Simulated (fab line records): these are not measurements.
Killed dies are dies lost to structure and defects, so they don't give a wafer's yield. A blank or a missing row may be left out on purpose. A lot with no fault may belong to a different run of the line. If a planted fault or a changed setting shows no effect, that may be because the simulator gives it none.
A lot that was struck, set against a sound lot | flow nand harc | 39 steps out of a route of 1302
Sound: these wafers, L345.2, L345.4, L345.6. The struck wafers were L365.2, L365.3, L365.6. At the end, the cause is stated.
For every step that has rows: the tool of each side, followed by ch and its chambers, followed by its first start. Under that, the readings that differ: sound wafers | struck wafers | difference of the means | sigmas: that difference in standard deviations of wafers without a fault.
alike: words and numbers the same on both sides, and readings whose means are apart by under 2 such deviations; not compared: readings that were withheld, readings missing a value for some wafer, numbers with overlapping values and no deviation given by the record, and bounds like >300 which may hide the same value.
Wherever a step has rows on one side only, a row that says differs or no value, or a row with sigmas, the two part there. Non-overlapping numbers with no deviation appear without sigmas and do not part them. A reading missing from all wafers of one side parts the sides only when that side holds two or more wafers.

NHARC_A_STAIRCASE_TRIM_229: chemistry O2, time 211.2 s.
  sound on rie diel-08 ch 1,2,3, day 15 22:16; struck on rie diel-09 ch 0,1,2, day 23 22:58
  alike: drypump motor current A, oes product au, rf vpp V, showerhead plenum p Torr, throttle valve pct
  not compared: rf hours counter h
NHARC_A_STAIRCASE_ETCH_230: etches the open film in C4F8/O2, target depth 100 nm, time 40.5 s.
  sound: rie diel-08 ch 1,2,3; struck: rie diel-09 ch 0,2
  alike: oes product au, rf vpp V
  not compared: rf hours counter h
NHARC_A_STAIRCASE_TRIM_231: chemistry O2, time 211.2 s.
  sound: rie diel-08 ch 1,2; struck: rie diel-09 ch 0,2
  alike: drypump motor current A, oes product au, rf vpp V, showerhead plenum p Torr, throttle valve pct
  not compared: rf hours counter h
then, 7 steps without rows for these wafers: NHARC_A_STAIRCASE_ETCH_232 (etches the open film in C4F8/O2, target depth 100 nm, time 40.5 s); NHARC_A_STAIRCASE_TRIM_233 (chemistry O2, time 211.2 s); NHARC_A_STAIRCASE_ETCH_234 (etches the open film in C4F8/O2, target depth 100 nm, time 40.5 s); NHARC_A_STAIRCASE_TRIM_235 (chemistry O2, time 211.2 s); NHARC_A_STAIRCASE_ETCH_236 (etches the open film in C4F8/O2, target depth 100 nm, time 40.5 s); NHARC_A_STAIRCASE_STRIP_238 (strips in O2); NHARC_A_STAIRCASE_STRIP_239 (strips in SPM, time 900 s).
NHARC_A_STAIRCASE_PRECLEAN_240: cleans in SC1.
  sound on wet bench-05 ch 0,1,4, day 15 23:44; struck on wet bench-03 ch 0,1,2, day 24 00:26
  alike: h2o2 flow mL min
then, 10 steps without rows for these wafers: NHARC_A_STAIRCASE_SRD_241; NHARC_A_STAIRCASE_DEHYDRATE_242 (time 120 s); NHARC_A_STAIRCASE_HMDS_243 (time 30 s); NHARC_A_STAIRCASE_COAT_244; NHARC_A_STAIRCASE_SOFTBAKE_245 (time 170 s); NHARC_A_STAIRCASE_EBR_246; NHARC_A_STAIRCASE_EXPOSE_247 (exposes mask SDS 1); NHARC_A_STAIRCASE_PEB_248 (peb time 130 s); NHARC_A_STAIRCASE_DEVELOP_249 (time 140 s); NHARC_A_STAIRCASE_HARDBAKE_251 (time 140 s).
NHARC_A_STAIRCASE_DESCUM_252: chemistry O2, time 3 s.
  sound on rie diel-09 ch 0,2, day 16 00:51; struck on rie diel-09 ch 0,1,2, day 24 01:38
  reading               | sound             | struck            | difference | sigmas
  oes product au (a.u.) | 0.994 0.984 0.998 | 1.015 1.012 1.013 | +0.021     | +2
  alike: drypump motor current A, rf vpp V, showerhead plenum p Torr, throttle valve pct
  not compared: rf hours counter h
then, 5 steps without rows for these wafers: NHARC_A_STAIRCASE_ETCH_253 (etches the open film in C4F8/O2, target depth 50 nm, time 20.2 s); NHARC_A_STAIRCASE_STRIP_254 (strips in O2); NHARC_A_STAIRCASE_STRIP_255 (strips in SPM, time 900 s); NHARC_A_STAIRCASE_PRECLEAN_256 (cleans in SC1); NHARC_A_STAIRCASE_SRD_257.
NHARC_A_STAIRCASE_HM_DEP_456: deposits aC, target thk 3100 nm.
  sound on acl dep-02 ch 0, day 16 05:32; struck on acl dep-02 ch 0, day 24 09:38
  alike: throttle valve pct
then, 10 steps without rows for these wafers: NHARC_A_STAIRCASE_DEP_259 (deposits SiON, target thk 30 nm); NHARC_A_STAIRCASE_DEHYDRATE_260 (time 120 s); NHARC_A_STAIRCASE_HMDS_261 (time 30 s); NHARC_A_STAIRCASE_COAT_262; NHARC_A_STAIRCASE_SOFTBAKE_263 (time 170 s); NHARC_A_STAIRCASE_EBR_264; NHARC_A_STAIRCASE_EXPOSE_265 (exposes mask CHOP 200); NHARC_A_STAIRCASE_PEB_266 (peb time 130 s); NHARC_A_STAIRCASE_DEVELOP_267 (time 140 s); NHARC_A_STAIRCASE_HARDBAKE_269 (time 140 s).
-- record jumps: 9 days between struck wafers' starts before vs after; left off in module A_STAIRCASE, resumes in module END, first step shown is number 1302 of the route --
NHARC_END_SORT_01:
  only the struck wafers appear in the record here, on prober-02 ch 0 at day 33 00:37; the sound ones have no rows

WHERE THEY PART
At NHARC_A_STAIRCASE_DESCUM_252 first; at NHARC_END_SORT_01 last (within this record only).

WHY: whatever the simulator had introduced
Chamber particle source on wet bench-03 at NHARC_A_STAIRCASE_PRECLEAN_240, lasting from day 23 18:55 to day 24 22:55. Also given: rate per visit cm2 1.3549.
